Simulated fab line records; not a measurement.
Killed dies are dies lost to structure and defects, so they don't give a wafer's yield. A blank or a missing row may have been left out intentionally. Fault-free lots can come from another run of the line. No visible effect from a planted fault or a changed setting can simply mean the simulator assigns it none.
Struck lot and sound lot, side by side -- flow n5-finfet -- 38 steps out of a route of 1938
Sound: the wafers L198.3, L198.5, L198.6. Struck: wafer L210.4 (L210.1, L210.3, from the same lot, were not struck and are left out); the cause is given at the end.
Order at every step that has rows: each side's tool, ch and its chambers, its first start. Under that, the readings that differ: sound wafers -- struck wafers -- difference of the means -- sigmas: that difference in standard deviations of wafers without a fault.
alike: same words and numbers on both sides, and readings whose means sit less than 2 such deviations apart. not compared: any withheld reading, any reading some wafer has no value for, any bound like >300 that may hide the same value, and any number with overlapping values for which the record gives no deviation.
The two part at a step that has a row with sigmas, a row that says differs or no value, or rows on one side only. Numbers that don't overlap but have no deviation are shown without sigmas and don't part them. A reading that every wafer of one side lacks parts them only if that side has two wafers or more.

first, 8 steps without rows for these wafers: N5_BEOL_M2_ECD_50 (material Cu, target thk 300 nm); N5_BEOL_M2_ANNEAL_51 (time 90 s); N5_BEOL_M2_CMP_52 (polishes, stops on SiOC, t overpolish 6.8 s, target thk 40 nm); N5_BEOL_M2_PRE_CLEAN_60 (time 15 s); N5_BEOL_M2_CO_CAP_55 (material Co, precursor CCTBA/H2, target thk 2 nm, time 102.1 s); N5_BEOL_M2_PRE_CLEAN_56 (time 15 s); N5_BEOL_M2_DEP_57 (deposits SiCN from 3MS/NH3, target thk 8 nm, time 14 s); N5_BEOL_M3_ILD_DEP_00 (deposits SiOC from DEMS/O2, target thk 79 nm, time 15.3 s).
N5_BEOL_M3_PECVD_72: deposits SiO2 from TEOS/O2, target thk 16 nm, time 18 s.
  sound on pecvd-04 ch 0,2, day 9 05:59; struck on pecvd-04 ch 1, day 11 23:46
reading,sound,struck,difference,sigmas
model.SiO2_of_BEOL_M3_PECVD_72.thk-nm (nm),16.2 16.2 16.2,12.2,-4.0,
  alike: heater-power-outer-w, heater-power-w, showerhead-plenum-p-Torr, throttle-valve-pct
then, 25 steps without rows for these wafers: N5_BEOL_M3_HM_DEP_02 (deposits TiN, target thk 20 nm); N5_BEOL_M3_COAT_61 (time 60 s, resist thk 60 nm); N5_BEOL_M3_COAT_62 (time 60 s, resist thk 12 nm); N5_BEOL_M3_COAT_73 (time 60 s, resist thk 5 nm); N5_BEOL_M3_COAT_05 (resist thk 30 nm); N5_BEOL_M3_EBR_07; N5_BEOL_M3_SOFTBAKE_06 (time 60 s); N5_BEOL_M3_EXPOSE_08 (exposes mask M3); N5_BEOL_M3_PEB_09 (peb time 60 s); N5_BEOL_M3_DEVELOP_10 (develop time 30 s); N5_BEOL_M3_DESCUM_16 (chemistry O2, time 7 s); N5_BEOL_M3_ETCH_74 (etches underlayer in N2/H2, target depth 6.5 nm, time 5.2 s); N5_BEOL_M3_ETCH_63 (etches SiARC in CF4, target depth 15.6 nm, time 26 s); N5_BEOL_M3_ETCH_64 (etches SOC in N2/H2, target depth 75 nm, overetch 15 nm, time 112.5 s); N5_BEOL_M3_STRIP_65 (strips in N2/H2); N5_BEOL_M3_STRIP_75 (strips in N2/H2); N5_BEOL_M3_STRIP_66 (strips in CF4); N5_BEOL_M3_HM_OPEN_17 (chemistry Cl2/BCl3, target TiN, target depth 20 nm, overetch 6 nm); N5_BEOL_M3_STRIP_19 (strips in O2); N5_BEOL_M3_COAT_67 (time 60 s, resist thk 60 nm); N5_BEOL_M3_COAT_68 (time 60 s, resist thk 12 nm); N5_BEOL_M3_COAT_76 (time 60 s, resist thk 5 nm); N5_BEOL_M3_COAT_22 (resist thk 30 nm); N5_BEOL_M3_EBR_24; N5_BEOL_M3_SOFTBAKE_23 (time 60 s).
N5_BEOL_M3_HM_STRIP_39: strips TiN in peroxide tin strip, target depth 25 nm, time 158 s.
  sound on wet-bench-02 ch 2,3,5, day 9 12:31; struck on wet-bench-04 ch 7, day 12 05:14
reading,sound,struck,difference,sigmas
model.SiO2_of_BEOL_M3_PECVD_72.thk-nm (nm),16 16 16.2,12,-4,
N5_BEOL_M3_CMP_52: polishes, stops on SiOC, t overpolish 6.8 s, target thk 40 nm.
  sound on cmp-02 ch 0,3, day 9 16:38; struck on cmp-02 ch 0, day 12 10:40
reading,sound,struck,difference,sigmas
barrier-field-endpoint-s (s),24.5 25.0 25.1,20.0,-4.9,-9
  alike: clearing-platen-rpm, motor-current-A
N5_BEOL_M4_RC_MEAS_101:
  sound on prober-01 ch 0, day 10 08:11; struck on prober-01 ch 0, day 13 13:19
reading,sound,struck,difference,sigmas
IOFF_P (nA/um),0.227 0.194 0.258,0.180,-0.046,-2
  alike: DIBL_N, DIBL_P, IOFF_N, ION_N, ION_P, SS_N, SS_P, VT_N, VT_P
-- a jump in the record: the struck wafers' starts before and after are 5 days apart (it breaks off in module BEOL_M4 and resumes in module PASSIVATION, where the first step shown is number 1936 of the route) --
N5_PASSIVATION_PROBE_49:
  struck on prober-01, day 18 09:31; sound on prober-02, day 15 02:17
  alike: defect-limited-yield, killed_at_M0_to_M3, killed_at_M4_up, killed-at-contacts, killed-at-front-end, killed-at-other, killed-dies, killed-on-rim, killed-open, killed-short, sort_bin_5_function, sort_bin_6_memory, sort-n-pass, sort-yield-pct

## WHERE THEY PART
First at N5_BEOL_M3_CMP_52; last, within this record, at N5_BEOL_M4_RC_MEAS_101. Later steps at which nothing parts them and some readings are alike: N5_PASSIVATION_PROBE_49.

WHY: what the simulator had put in
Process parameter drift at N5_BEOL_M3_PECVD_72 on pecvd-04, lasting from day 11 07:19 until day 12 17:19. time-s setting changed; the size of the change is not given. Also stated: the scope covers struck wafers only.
